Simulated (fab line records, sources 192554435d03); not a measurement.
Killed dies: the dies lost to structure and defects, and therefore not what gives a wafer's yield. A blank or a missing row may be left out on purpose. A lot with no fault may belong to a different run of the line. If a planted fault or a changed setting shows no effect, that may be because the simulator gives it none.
8D (eight disciplines) problem report, filled in by code    flow n5_finfet    the parts of the form that need people (team, actions taken, sign-off) are left out

== 1. THE PROBLEM ==
Mean of raw_defect_count at N5_BEOL_M8_INSPECT_58: 806 across 9 wafers in 3 lots; on wafers with no fault it is 77 (standard deviation 25). Measured from the usual mean, that is +29 standard deviations.
The step: inspects for defects (darkfield).
Earliest sighting: wafer L506.1 on defect_inspect-01 at day 11 02:20. The record holds 30 wafers of 10 lots with a number at this step. The rule behind "out" and "out of limits": a value lying over 4 standard deviations away from the usual mean. Any other wafer with a number is counted as sound.

== 2. WHAT IT IS, AND WHAT IT ISN'T ==
question                     is                                    is not
which readings at this step  raw_defect_count                      -
which lots                   L506, L508, L510                      L502, L507, L512, L513, L519, L520, L524
which wafers of those lots   all that have a number                -
read on which gauges         defect_inspect-01, defect_inspect-02  -
when                         from day 11 02:20                     up to then (6 sound wafers); but 15 sound wafers of L512, L513, L519, L520, L524 came after

== 3. WHAT RULES OUT EACH SUSPECT ==
Counting: a tool stays on the suspect list if, at a process step up to the reading, it processed all lots that are out and no sound lot following the first of them.
- ruled out: the gauge at N5_BEOL_M8_INSPECT_58. Those wafers that are out were read across 2 gauges (defect_inspect-01, defect_inspect-02).
- pecvd-02 at N5_BEOL_M8_PRE_CLEAN_55 (time 15 s): ruled out as a lasting fault. Sound lots L524 ran on it after its first lot that is out, L506 (day 11 02:13).
Left after counting: nothing in the record.

== 4. THE CAUSE (what the simulator had put in) ==
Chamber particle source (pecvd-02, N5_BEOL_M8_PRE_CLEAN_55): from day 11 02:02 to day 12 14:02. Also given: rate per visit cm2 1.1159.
Counting ruled it out, wrongly: the rule takes a fault to strike every lot that its tool runs from its start on, and this one did not.

== 5. THE EFFECT CHAIN, in route order ==
Each row: a reading whose mean over the struck wafers that have a number lies more than 3 standard deviations from the usual. Readings are gone through only where the record gives a usual standard deviation; hours: the median, over the lots, of the time from a lot's start at the first step in this table giving one to that lot's start at this step; sigmas: the change measured in usual standard deviations.
hours  step                     reading               usual   on struck wafers  change  sigmas
0      N5_BEOL_M8_INSPECT_58    raw_defect_count      77      806               +729    +29
2      N5_BEOL_M9_INSPECT_13    raw_defect_count      442     1137              +695    +6.9
76     N5_PASSIVATION_PROBE_49  defect_limited_yield  91.4 %  83.5              -7.9    -5.7
76     N5_PASSIVATION_PROBE_49  killed_at_M4_up       13      115               +102    +19
76     N5_PASSIVATION_PROBE_49  killed_dies           102     195               +93     +5.5
76     N5_PASSIVATION_PROBE_49  sort_bin_5_function   5.1 %   10.0              +4.9    +5.0
76     N5_PASSIVATION_PROBE_49  sort_n_pass           1077    985               -92     -4.4
76     N5_PASSIVATION_PROBE_49  sort_yield_pct        91.3 %  83.5              -7.8    -4.6
It contains these process steps:
- N5_PASSIVATION_PROBE_49
Later steps that measure or inspect, where all struck wafers having a row at the step show a number for every such reading and not one has moved that far: N5_BEOL_M9_THK_MEAS_01.

== 6. HOW IT WOULD HAVE BEEN CAUGHT EARLIER ==
The first out-of-limits reading at a measuring or inspecting step in this record came at day 11 02:20, 0 hours after the fault's start at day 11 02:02.
